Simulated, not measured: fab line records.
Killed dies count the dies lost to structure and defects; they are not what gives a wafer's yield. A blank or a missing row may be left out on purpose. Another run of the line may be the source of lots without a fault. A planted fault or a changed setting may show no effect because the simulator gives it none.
Matching of chambers :: flow n5Finfet :: rieDiel-03 running N5_BEOL_M0_SAQP_ETCH_73: 4 sister chambers
The step etches SiARC in CF4, target depth 19.5 nm, time 32.5 s. 8 wafers are shown with their chamber, then 10 later ones without.

== WAFERS PAIRED WITH THEIR CHAMBERS ==
wafer: L074.3
chamber: 0
etchRfOnTimeS (s): 31.7
showerheadPlenumPTorr (Torr): 2.03

wafer: L086.5
chamber: 0
etchRfOnTimeS (s): 31.4
showerheadPlenumPTorr (Torr): 2.28

wafer: L088.4
chamber: 3
etchRfOnTimeS (s): 31.9
showerheadPlenumPTorr (Torr): 2.28

wafer: L089.2
chamber: 2
etchRfOnTimeS (s): 32.9
showerheadPlenumPTorr (Torr): 2.04

wafer: L089.4
chamber: 3
etchRfOnTimeS (s): 31.3
showerheadPlenumPTorr (Torr): 2.28

wafer: L089.5
chamber: 1
etchRfOnTimeS (s): 32.5
showerheadPlenumPTorr (Torr): 2.20

wafer: L092.3
chamber: 2
etchRfOnTimeS (s): 32.9
showerheadPlenumPTorr (Torr): 2.04

wafer: L092.5
chamber: 1
etchRfOnTimeS (s): 32.5
showerheadPlenumPTorr (Torr): 2.20

== WAFERS WHOSE CHAMBER IS MISSING ==
wafer: L092.6
etchRfOnTimeS (s): 31.1
showerheadPlenumPTorr (Torr): 2.28

wafer: L093.4
etchRfOnTimeS (s): 31.9
showerheadPlenumPTorr (Torr): 2.27

wafer: L093.5
etchRfOnTimeS (s): 32.0
showerheadPlenumPTorr (Torr): 2.27

wafer: L093.6
etchRfOnTimeS (s): 33.2
showerheadPlenumPTorr (Torr): 2.04

wafer: L094.2
etchRfOnTimeS (s): 33.1
showerheadPlenumPTorr (Torr): 2.04

wafer: L094.4
etchRfOnTimeS (s): 31.5
showerheadPlenumPTorr (Torr): 2.27

wafer: L094.5
etchRfOnTimeS (s): 32.9
showerheadPlenumPTorr (Torr): 2.04

wafer: L097.1
etchRfOnTimeS (s): 33.4
showerheadPlenumPTorr (Torr): 2.04

wafer: L097.4
etchRfOnTimeS (s): 31.5
showerheadPlenumPTorr (Torr): 2.27

wafer: L097.6
etchRfOnTimeS (s): 33.3
showerheadPlenumPTorr (Torr): 2.04

== THE CHAMBER EACH PASSED THROUGH ==
wafer: L092.6
from the rows above: can't be placed: 3 or 0
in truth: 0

wafer: L093.4
from the rows above: can't be placed: 3 or 0 or 1
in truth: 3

wafer: L093.5
from the rows above: can't be placed: 3 or 1 or 0
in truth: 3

wafer: L093.6
from the rows above: 2
in truth: 2

wafer: L094.2
from the rows above: 2
in truth: 2

wafer: L094.4
from the rows above: can't be placed: 3 or 0
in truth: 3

wafer: L094.5
from the rows above: 2
in truth: 2

wafer: L097.1
from the rows above: 2
in truth: 2

wafer: L097.4
from the rows above: can't be placed: 3 or 0
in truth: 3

wafer: L097.6
from the rows above: 2
in truth: 2
Placed correctly: 5 of 10. Can't be placed from these rows: 5 (the true chamber is among the candidates in 5). Wrongly placed: 0.
How it was worked out, from the rows above alone: a wafer's distance from a chamber is the root of the sum, over the readings, of the square of ((its reading less the chamber's mean) divided by the reading's scatter). The wafer belongs to the nearest chamber; if the next one is less than 2 further off, it can't be placed. For every chamber, the mean is computed from those of its wafers that are shown. How the scatter is found: for the shown wafers, subtract from each reading the mean of its chamber, square and add these, divide the total by (wafers less chambers), then take the root.
